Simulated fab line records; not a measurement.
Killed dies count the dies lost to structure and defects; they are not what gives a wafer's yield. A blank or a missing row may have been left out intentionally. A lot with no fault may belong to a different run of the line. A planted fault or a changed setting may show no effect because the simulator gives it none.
Matching of chambers :: flow n5Finfet :: 4 sister chambers for N5_BEOL_M2_ETCH_69 on rieDiel-04
The step etches SiARC in CF4, target depth 15.6 nm, time 26 s. 24 wafers are shown with their chamber, then 12 later ones without.

== WAFERS WITH THEIR CHAMBER ==
wafer: L077.1
chamber: 0
throttleValvePct (%): 15.1
drypumpMotorCurrentA (A): 6.1
showerheadPlenumPTorr (Torr): 2.19

wafer: L077.5
chamber: 0
throttleValvePct (%): 15.1
drypumpMotorCurrentA (A): 6.1
showerheadPlenumPTorr (Torr): 2.19

wafer: L077.6
chamber: 3
throttleValvePct (%): 15.1
drypumpMotorCurrentA (A): 5.5
showerheadPlenumPTorr (Torr): 2.20

wafer: L078.1
chamber: 0
throttleValvePct (%): 15.1
drypumpMotorCurrentA (A): 6.1
showerheadPlenumPTorr (Torr): 2.19

wafer: L078.4
chamber: 1
throttleValvePct (%): 16.0
drypumpMotorCurrentA (A): 6.2
showerheadPlenumPTorr (Torr): 2.21

wafer: L078.5
chamber: 1
throttleValvePct (%): 16.0
drypumpMotorCurrentA (A): 6.2
showerheadPlenumPTorr (Torr): 2.21

wafer: L079.1
chamber: 0
throttleValvePct (%): 15.1
drypumpMotorCurrentA (A): 6.1
showerheadPlenumPTorr (Torr): 2.19

wafer: L079.2
chamber: 3
throttleValvePct (%): 15.1
drypumpMotorCurrentA (A): 5.5
showerheadPlenumPTorr (Torr): 2.20

wafer: L079.3
chamber: 2
throttleValvePct (%): 15.7
drypumpMotorCurrentA (A): 5.9
showerheadPlenumPTorr (Torr): 2.12

wafer: L081.2
chamber: 1
throttleValvePct (%): 16.0
drypumpMotorCurrentA (A): 6.2
showerheadPlenumPTorr (Torr): 2.21

wafer: L081.3
chamber: 2
throttleValvePct (%): 15.7
drypumpMotorCurrentA (A): 5.9
showerheadPlenumPTorr (Torr): 2.12

wafer: L081.4
chamber: 3
throttleValvePct (%): 15.1
drypumpMotorCurrentA (A): 5.5
showerheadPlenumPTorr (Torr): 2.19

wafer: L085.3
chamber: 1
throttleValvePct (%): 16.0
drypumpMotorCurrentA (A): 6.2
showerheadPlenumPTorr (Torr): 2.21

wafer: L085.4
chamber: 2
throttleValvePct (%): 15.7
drypumpMotorCurrentA (A): 5.9
showerheadPlenumPTorr (Torr): 2.12

wafer: L085.6
chamber: 2
throttleValvePct (%): 15.7
drypumpMotorCurrentA (A): 5.9
showerheadPlenumPTorr (Torr): 2.12

wafer: L086.2
chamber: 2
throttleValvePct (%): 15.7
drypumpMotorCurrentA (A): 5.9
showerheadPlenumPTorr (Torr): 2.12

wafer: L086.3
chamber: 0
throttleValvePct (%): 15.1
drypumpMotorCurrentA (A): 6.1
showerheadPlenumPTorr (Torr): 2.18

wafer: L086.5
chamber: 1
throttleValvePct (%): 16.0
drypumpMotorCurrentA (A): 6.2
showerheadPlenumPTorr (Torr): 2.21

wafer: L088.1
chamber: 2
throttleValvePct (%): 15.7
drypumpMotorCurrentA (A): 6.0
showerheadPlenumPTorr (Torr): 2.12

wafer: L088.3
chamber: 0
throttleValvePct (%): 15.1
drypumpMotorCurrentA (A): 6.1
showerheadPlenumPTorr (Torr): 2.18

wafer: L088.6
chamber: 0
throttleValvePct (%): 15.1
drypumpMotorCurrentA (A): 6.1
showerheadPlenumPTorr (Torr): 2.18

wafer: L089.2
chamber: 1
throttleValvePct (%): 16.0
drypumpMotorCurrentA (A): 6.1
showerheadPlenumPTorr (Torr): 2.20

wafer: L089.3
chamber: 3
throttleValvePct (%): 15.2
drypumpMotorCurrentA (A): 5.5
showerheadPlenumPTorr (Torr): 2.19

wafer: L089.5
chamber: 3
throttleValvePct (%): 15.2
drypumpMotorCurrentA (A): 5.5
showerheadPlenumPTorr (Torr): 2.19

SIGNATURES, as means of the wafers listed above
reading: throttleValvePct
chamber 0: 15.100
chamber 1: 16.000
chamber 2: 15.700
chamber 3: 15.140
scatter within a chamber: 0.0245

reading: drypumpMotorCurrentA
chamber 0: 6.100
chamber 1: 6.183
chamber 2: 5.917
chamber 3: 5.500
scatter within a chamber: 0.0289

reading: showerheadPlenumPTorr
chamber 0: 2.1857
chamber 1: 2.2083
chamber 2: 2.1200
chamber 3: 2.1940
scatter within a chamber: 0.00433
Rule: distance of a wafer from a chamber = root of the sum over the readings of ((wafer's reading minus chamber's mean) / reading's scatter) squared. If the next closest chamber is less than 2 further off than the closest, the wafer can't be placed; otherwise it belongs to the closest. The scatter: the root of (the sum of the squares of (reading less its chamber's mean) over the shown wafers, divided by (wafers less chambers)).

== WAFERS MISSING THEIR CHAMBER ==
wafer: L090.4
throttleValvePct (%): 15.1
drypumpMotorCurrentA (A): 6.1
showerheadPlenumPTorr (Torr): 2.18

wafer: L090.5
throttleValvePct (%): 16.1
drypumpMotorCurrentA (A): 6.2
showerheadPlenumPTorr (Torr): 2.20

wafer: L090.6
throttleValvePct (%): 15.7
drypumpMotorCurrentA (A): 5.9
showerheadPlenumPTorr (Torr): 2.12

wafer: L091.2
throttleValvePct (%): 16.0
drypumpMotorCurrentA (A): 6.3
showerheadPlenumPTorr (Torr): 2.20

wafer: L091.4
throttleValvePct (%): 15.7
drypumpMotorCurrentA (A): 5.9
showerheadPlenumPTorr (Torr): 2.11

wafer: L091.6
throttleValvePct (%): 15.7
drypumpMotorCurrentA (A): 5.9
showerheadPlenumPTorr (Torr): 2.11

wafer: L094.1
throttleValvePct (%): 16.1
drypumpMotorCurrentA (A): 6.3
showerheadPlenumPTorr (Torr): 2.20

wafer: L094.2
throttleValvePct (%): 15.8
drypumpMotorCurrentA (A): 5.9
showerheadPlenumPTorr (Torr): 2.11

wafer: L094.6
throttleValvePct (%): 15.2
drypumpMotorCurrentA (A): 5.4
showerheadPlenumPTorr (Torr): 2.18

wafer: L096.1
throttleValvePct (%): 15.8
drypumpMotorCurrentA (A): 5.9
showerheadPlenumPTorr (Torr): 2.11

wafer: L096.2
throttleValvePct (%): 15.2
drypumpMotorCurrentA (A): 5.5
showerheadPlenumPTorr (Torr): 2.18

wafer: L096.4
throttleValvePct (%): 15.1
drypumpMotorCurrentA (A): 6.1
showerheadPlenumPTorr (Torr): 2.18

== CHAMBER TAKEN BY EACH ==
wafer: L090.4
from the rows above: 0
in truth: 0

wafer: L090.5
from the rows above: 1
in truth: 1

wafer: L090.6
from the rows above: 2
in truth: 2

wafer: L091.2
from the rows above: 1
in truth: 1

wafer: L091.4
from the rows above: 2
in truth: 2

wafer: L091.6
from the rows above: 2
in truth: 2

wafer: L094.1
from the rows above: 1
in truth: 1

wafer: L094.2
from the rows above: 2
in truth: 2

wafer: L094.6
from the rows above: 3
in truth: 3

wafer: L096.1
from the rows above: 2
in truth: 2

wafer: L096.2
from the rows above: 3
in truth: 3

wafer: L096.4
from the rows above: 0
in truth: 0
Correctly placed: 12 of 12. From these rows, 0 cannot be placed. Number placed wrongly: 0.
